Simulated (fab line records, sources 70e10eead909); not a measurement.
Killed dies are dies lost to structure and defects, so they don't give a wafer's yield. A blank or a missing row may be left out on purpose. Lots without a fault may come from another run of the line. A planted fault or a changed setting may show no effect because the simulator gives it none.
Which tool did it? | flow nand_harc | 11 lots, 33 wafers sampled, at 6 steps of a route of 1159

WHAT THE GAUGES READ, wafer by wafer
NHARC_P_M1_INSPECT_27.
lot  | measured     | on                | raw_defect_count
L636 | day 6 01:55  | defect_inspect-01 | 362 210 394
L637 | day 6 12:59  | defect_inspect-01 | 335 330 309
L639 | day 6 21:17  | defect_inspect-01 | 290 307 255
L641 | day 7 15:38  | defect_inspect-01 | 404 231 210
L646 | day 8 10:03  | defect_inspect-01 | 338 519 337
L648 | day 9 08:29  | defect_inspect-01 | 343 226 384
L651 | day 9 18:18  | defect_inspect-02 | 408 475 316
L653 | day 10 14:49 | defect_inspect-02 | 535 258 494
L655 | day 11 00:41 | defect_inspect-02 | 205 247 188
L656 | day 11 01:37 | defect_inspect-01 | 412 148 230
L659 | day 11 19:11 | defect_inspect-02 | 237 222 439

NHARC_P_M2_CD_MEAS_09: target cd 170 nm.
lot  | measured     | on        | cd_nm (nm)
L636 | day 6 03:11  | cd_sem-03 | 169.4 170.7 169.4
L637 | day 6 14:23  | cd_sem-01 | 169.9 170.3 169.4
L639 | day 6 22:34  | cd_sem-02 | 170.6 169.3 169.1
L641 | day 7 17:02  | cd_sem-02 | 169.9 169.4 169.6
L646 | day 8 11:28  | cd_sem-03 | 172.6 170.0 170.4
L648 | day 9 09:53  | cd_sem-01 | 172.4 169.7 170.7
L651 | day 9 19:34  | cd_sem-03 | 171.4 170.2 171.8
L653 | day 10 16:13 | cd_sem-01 | 170.4 169.0 170.5
L655 | day 11 02:06 | cd_sem-02 | 171.1 170.5 171.3
L656 | day 11 03:19 | cd_sem-02 | 171.5 170.5 170.2
L659 | day 11 20:35 | cd_sem-03 | 171.0 170.8 170.5

NHARC_END_SORT_01.
lot  | measured     | on        | defect_limited_yield (%) | killed_at_array | killed_at_other | killed_at_periphery | killed_dies | killed_open | killed_short | sort_bin_2_pct (%) | sort_bin_3_pct (%) | sort_bin_4_pct (%) | sort_n_pass | sort_rim_yield_pct (%) | sort_yield_pct (%)
L636 | day 20 06:16 | prober-01 | 96.3 96.3 96.6           | 23 23 21        | 1 0 1           | 1 2 1               | 25 25 23    | 4 3 2       | 1 1 1        | 0.4 1.8 0.4        | 0.30 0.15 0.15     | 3.0 1.8 2.8        | 652 652 654 | 94.3 94.3 93.4         | 96.3 96.3 96.6
L637 | day 20 20:02 | prober-01 | 97.9 98.2 98.2           | 11 11 9         | 0 0 0           | 3 1 3               | 14 12 12    | 3 1 6       | 0 1 0        | 0.6 0.9 0.4        | 0 0 0.15           | 1.5 0.9 1.2        | 663 665 665 | 98.1 96.2 97.2         | 97.9 98.2 98.2
L639 | day 20 04:47 | prober-02 | 97.0 97.6 97.0           | 18 15 18        | 0 0 0           | 2 1 2               | 20 16 20    | 3 2 7       | 2 1 1        | 0.7 0.7 1.2        | 0.44 0.15 0        | 1.8 1.5 1.8        | 657 661 657 | 98.1 97.2 100.0        | 97.0 97.6 97.0
L641 | day 21 17:43 | prober-02 | 95.3 94.8 96.3           | 30 31 22        | 1 0 1           | 1 4 2               | 32 35 25    | 3 4 3       | 2 2 4        | 1.0 1.2 1.0        | 0.30 0.15 0.15     | 3.4 3.8 2.5        | 645 642 652 | 93.4 93.4 97.2         | 95.3 94.8 96.3
L646 | day 21 18:46 | prober-01 | 97.6 98.4 98.5           | 15 9 8          | 0 0 1           | 1 2 1               | 16 11 10    | 3 3 1       | 2 1 1        | 0.7 0.1 0.1        | 0.15 0.15 0        | 1.5 1.3 1.3        | 661 666 667 | 99.1 100.0 99.1        | 97.6 98.4 98.5
L648 | day 22 16:02 | prober-01 | 93.2 94.4 92.5           | 42 35 46        | 0 0 0           | 4 3 5               | 46 38 51    | 4 0 4       | 1 0 5        | 2.5 1.2 1.8        | 0 0.15 0.59        | 4.3 4.3 5.2        | 631 639 626 | 91.5 96.2 92.5         | 93.2 94.4 92.5
L651 | day 22 18:27 | prober-02 | 94.2 94.7 95.9           | 34 28 27        | 0 1 0           | 5 7 1               | 39 36 28    | 2 5 4       | 1 1 0        | 1.3 1.3 1.5        | 0.30 0.15 0.15     | 4.1 3.8 2.5        | 638 641 649 | 96.2 95.3 98.1         | 94.2 94.7 95.9
L653 | day 23 22:05 | prober-02 | 96.5 96.2 97.0           | 19 19 10        | 1 2 0           | 4 5 10              | 24 26 20    | 2 2 3       | 2 3 1        | 1.5 0.7 0.6        | 0.30 0.44 0.30     | 1.8 2.7 2.1        | 653 651 657 | 95.3 98.1 98.1         | 96.5 96.2 97.0
L655 | day 24 14:32 | prober-02 | 95.9 95.4 95.7           | 25 27 27        | 0 0 0           | 3 4 2               | 28 31 29    | 2 6 3       | 3 2 1        | 1.0 0.7 1.2        | 0 0 0.30           | 3.1 3.8 2.8        | 649 646 648 | 95.3 95.3 95.3         | 95.9 95.4 95.7
L656 | day 24 12:21 | prober-01 | 91.9 92.2 92.6           | 49 50 45        | 0 1 0           | 6 2 5               | 55 53 50    | 5 2 6       | 1 3 2        | 2.1 2.5 1.9        | 0.15 0.30 0.15     | 5.9 5.0 5.3        | 622 624 627 | 93.4 93.4 88.7         | 91.9 92.2 92.6
L659 | day 26 19:52 | prober-02 | 95.3 96.6 96.9           | 29 19 19        | 2 2 0           | 1 2 2               | 32 23 21    | 2 2 2       | 3 1 3        | 1.2 1.3 1.5        | 0.59 0.44 0.15     | 3.0 1.6 1.5        | 645 654 656 | 99.1 99.1 98.1         | 95.3 96.6 96.9

WHICH TOOL RAN EACH LOT (tool, then ch and the chambers of the sampled wafers, then the start)
lot  | NHARC_P_M1_PRE_CLEAN_30                 | NHARC_P_M2_PEB_07                 | NHARC_P_M2_ETCH_28
L636 | pvd_sputter-02, day 6 01:55 or earlier  | litho_track-04 ch 0, day 6 03:06  | rie_diel-01 ch 0,2,3, day 20 06:16 or earlier
L637 | pvd_sputter-01, day 6 12:59 or earlier  | litho_track-04 ch 0, day 6 14:17  | rie_diel-03 ch 1,3, day 20 20:02 or earlier
L639 | pvd_sputter-02, day 6 21:17 or earlier  | litho_track-01 ch 0, day 6 22:29  | rie_diel-03 ch 1,2, day 20 04:47 or earlier
L641 | pvd_sputter-02, day 7 15:38 or earlier  | litho_track-04 ch 0, day 7 16:57  | rie_diel-12 ch 0,2, day 21 17:43 or earlier
L646 | pvd_sputter-01, day 8 10:03 or earlier  | litho_track-04 ch 0, day 8 11:23  | rie_diel-03 ch 0,1,3, day 21 18:46 or earlier
L648 | pvd_sputter-03, day 9 08:29 or earlier  | litho_track-04 ch 0, day 9 09:49  | rie_diel-03 ch 0,1, day 22 16:02 or earlier
L651 | pvd_sputter-02, day 9 18:18 or earlier  | litho_track-06 ch 0, day 9 19:29  | rie_diel-03 ch 1,2,3, day 22 18:27 or earlier
L653 | pvd_sputter-02, day 10 14:49 or earlier | litho_track-01 ch 0, day 10 16:08 | rie_diel-03 ch 0,1,2, day 23 22:05 or earlier
L655 | pvd_sputter-02, day 11 00:41 or earlier | litho_track-06 ch 0, day 11 02:01 | rie_diel-01 ch 1,3, day 24 14:32 or earlier
L656 | pvd_sputter-03, day 11 01:37 or earlier | litho_track-06 ch 0, day 11 03:14 | rie_diel-01 ch 0,1,3, day 24 12:21 or earlier
L659 | pvd_sputter-02, day 11 19:11 or earlier | litho_track-04 ch 0, day 11 20:30 | rie_diel-03 ch 0,1, day 26 19:52 or earlier
- NHARC_P_M1_PRE_CLEAN_30: time 30 s.
- NHARC_P_M2_PEB_07: peb time 65 s.
- NHARC_P_M2_ETCH_28: etches the open film in CF4/N2, target depth 30 nm, time 72.99 s.

WHAT THE TOOLS THEMSELVES READ (means of the sampled wafers that have a number; where no wafer has one, the mark that the record gives instead)
NHARC_P_M1_PRE_CLEAN_30.
lot  | tool           | heater_power_w (W)
L636 | pvd_sputter-02 | 435
L637 | pvd_sputter-01 | 414
L639 | pvd_sputter-02 | 522
L641 | pvd_sputter-02 | 387
L646 | pvd_sputter-01 | 438
L648 | pvd_sputter-03 | 388
L651 | pvd_sputter-02 | 429
L653 | pvd_sputter-02 | 383
L655 | pvd_sputter-02 | 475
L656 | pvd_sputter-03 | 426
L659 | pvd_sputter-02 | 381

NHARC_P_M2_PEB_07.
lot  | tool           | chill_plate_temp_C (C) | heater_power_total_W (W) | plate_temp_C (C)
L636 | litho_track-04 | 22.98                  | 156.5                    | 100.04
L637 | litho_track-04 | 23.23                  | 156.9                    | 99.91
L639 | litho_track-01 | 22.81                  | 156.5                    | 100.18
L641 | litho_track-04 | 23.04                  | 156.4                    | 99.92
L646 | litho_track-04 | 23.12                  | 156.3                    | 99.98
L648 | litho_track-04 | 22.92                  | 156.4                    | 100.01
L651 | litho_track-06 | 23.00                  | 156.9                    | 100.09
L653 | litho_track-01 | 22.96                  | 156.2                    | 99.80
L655 | litho_track-06 | 23.25                  | 156.6                    | 100.08
L656 | litho_track-06 | 23.01                  | 156.5                    | 99.74
L659 | litho_track-04 | 22.89                  | 156.8                    | 99.98

NHARC_P_M2_ETCH_28.
lot  | tool        | drypump_motor_current_A (A) | oes_product_au (a.u.) | rf_vpp_V (V) | showerhead_plenum_p_Torr (Torr) | throttle_valve_pct (%)
L636 | rie_diel-01 | 5.7                         | 1.004                 | 313.2        | 2.58                            | 19.792
L637 | rie_diel-03 | 5.8                         | 0.995                 | 313.3        | 2.63                            | 19.794
L639 | rie_diel-03 | 5.5                         | 1.000                 | 313.6        | 2.57                            | 19.786
L641 | rie_diel-12 | 6.0                         | 1.000                 | 313.2        | 2.56                            | 19.784
L646 | rie_diel-03 | 5.7                         | 1.012                 | 314.6        | 2.67                            | 19.802
L648 | rie_diel-03 | 5.6                         | 1.001                 | 315.0        | 2.68                            | 19.795
L651 | rie_diel-03 | 5.6                         | 1.003                 | 314.2        | 2.62                            | 19.799
L653 | rie_diel-03 | 5.5                         | 1.009                 | 314.0        | 2.63                            | 19.796
L655 | rie_diel-01 | 5.7                         | 1.003                 | 315.3        | 2.68                            | 19.784
L656 | rie_diel-01 | 5.7                         | 0.997                 | 314.8        | 2.64                            | 19.796
L659 | rie_diel-03 | 5.6                         | 0.995                 | 314.7        | 2.68                            | 19.797

THE ANSWER, worked out from the rows above alone
Rule: what is usual is taken from the lots themselves. Put in order of their means at a reading, lots are off if they are a third of the lots or fewer, leave a main group of 4 or more, and stand apart from it by a gap of 3 or more times the standard deviation of the main group's means; of several such gaps the widest counts. A main group whose means are all the same, to the digits that the tables above print for the reading, isn't used. A lot without any number at a reading at which 4 lots or more have one is off too. The other lots that the step has rows for count as sound. The gauges are gone through in route order, then the tools' own readings, and for those a lot's mean is taken as printed above. The first step at which some lot is off is used, and at that step the reading that is off furthest; a lot without a number counts as furthest.
No lot is off at any reading shown: from this, nothing can be told.

WHAT THE SIMULATOR HAD PUT IN
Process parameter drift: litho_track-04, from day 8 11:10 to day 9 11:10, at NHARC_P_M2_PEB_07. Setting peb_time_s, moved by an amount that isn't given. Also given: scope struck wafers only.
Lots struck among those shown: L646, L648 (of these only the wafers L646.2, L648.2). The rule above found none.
